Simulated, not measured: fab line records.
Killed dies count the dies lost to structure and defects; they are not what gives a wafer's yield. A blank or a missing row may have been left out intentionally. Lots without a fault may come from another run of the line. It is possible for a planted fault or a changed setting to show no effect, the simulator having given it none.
What tool caused it? + flow n5_finfet + 39 wafers from 13 lots sampled at 2 of the route's 1938 steps

== WHAT THE GAUGES READ, wafer by wafer ==
N5_PASSIVATION_OVL_MEAS_60. Usual: for TV_OVL the level is 2 nm and the standard deviation is 4.8.
| lot  | measured     | on         | TV_OVL (nm) | flag |
|------|--------------|------------|-------------|------|
| L125 | day 11 20:49 | overlay-01 | -4 1 4      |      |
| L126 | day 12 01:41 | overlay-01 | 2 1 0       |      |
| L127 | day 12 03:38 | overlay-01 | 2 3 -2      |      |
| L128 | day 12 11:15 | overlay-01 | 3 9 0       |      |
| L131 | day 13 21:34 | overlay-01 | 8 5 11      |      |
| L132 | day 14 16:48 | overlay-01 | -1 -9 -5    |      |
| L135 | day 14 16:46 | overlay-02 | 5 3 8       |      |
| L138 | day 14 10:27 | overlay-02 | 7 3 -3      |      |
| L139 | day 15 20:56 | overlay-02 | -4 1 8      |      |
| L143 | day 16 06:07 | overlay-02 | 2 3 9       |      |
| L146 | day 17 00:48 | overlay-02 | 3 5 0       |      |
| L145 | day 17 00:50 | overlay-01 | -1 8 -4     |      |
| L148 | day 17 12:18 | overlay-02 | -5 1 -2     |      |

== TOOL THAT RAN EACH LOT (tool first, then ch and the chambers of the sampled wafers, then the start) ==
| lot  | N5_BEOL_M4_SPUTTER_92        |
|------|------------------------------|
| L125 | pvd_sputter-01, day 7 22:20  |
| L126 | pvd_sputter-03, day 8 02:44  |
| L127 | pvd_sputter-01, day 8 06:03  |
| L128 | pvd_sputter-02, day 8 12:19  |
| L131 | pvd_sputter-01, day 9 11:14  |
| L132 | pvd_sputter-01, day 10 02:13 |
| L135 | pvd_sputter-02, day 10 03:08 |
| L138 | pvd_sputter-01, day 10 12:58 |
| L139 | pvd_sputter-01, day 11 19:49 |
| L143 | pvd_sputter-03, day 12 04:37 |
| L146 | pvd_sputter-03, day 12 21:46 |
| L145 | pvd_sputter-02, day 13 06:10 |
| L148 | pvd_sputter-03, day 13 16:04 |
- N5_BEOL_M4_SPUTTER_92: material Cu, target thk 4.5 nm, time 8.29 s.

== WHAT THE TOOLS THEMSELVES READ (means of the sampled wafers that have a number; where no wafer has one, the mark that the record gives instead) ==
N5_BEOL_M4_SPUTTER_92. Usual: chuck_gas_flow_sccm 1.27 sccm, standard deviation 0.055; throttle_valve_pct 29.7 %, standard deviation 1.
| lot  | tool           | chuck_gas_flow_sccm (sccm) | throttle_valve_pct (%) | flag |
|------|----------------|----------------------------|------------------------|------|
| L125 | pvd_sputter-01 | 1.27                       | 28.8                   |      |
| L126 | pvd_sputter-03 | 1.28                       | 31.3                   |      |
| L127 | pvd_sputter-01 | 1.29                       | 29.8                   |      |
| L128 | pvd_sputter-02 | 1.30                       | 29.3                   |      |
| L131 | pvd_sputter-01 | 1.26                       | 29.3                   |      |
| L132 | pvd_sputter-01 | 1.26                       | 28.8                   |      |
| L135 | pvd_sputter-02 | 1.25                       | 29.2                   |      |
| L138 | pvd_sputter-01 | 1.27                       | 29.8                   |      |
| L139 | pvd_sputter-01 | 1.27                       | 30.1                   |      |
| L143 | pvd_sputter-03 | 1.23                       | 29.9                   |      |
| L146 | pvd_sputter-03 | 1.24                       | 30.9                   |      |
| L145 | pvd_sputter-02 | 1.29                       | 29.1                   |      |
| L148 | pvd_sputter-03 | 1.23                       | 30.9                   |      |

== THE ANSWER, worked out from the rows above alone ==
Rule: lot off if the mean of its wafers having a number is beyond 3 standard deviations from the usual mean. Also off: a lot with no number at a reading for which 4 or more lots have one. All remaining lots with rows at the step are treated as sound. After the gauges, taken in route order, come the tools' own readings; for these a lot's mean is taken, as printed above. At the first step where some lot is off, the reading lying furthest off is the one used; lots without a number count as furthest.
No lot is off at any reading shown: from this, nothing can be told.

== WHAT WAS PUT IN BY THE SIMULATOR ==
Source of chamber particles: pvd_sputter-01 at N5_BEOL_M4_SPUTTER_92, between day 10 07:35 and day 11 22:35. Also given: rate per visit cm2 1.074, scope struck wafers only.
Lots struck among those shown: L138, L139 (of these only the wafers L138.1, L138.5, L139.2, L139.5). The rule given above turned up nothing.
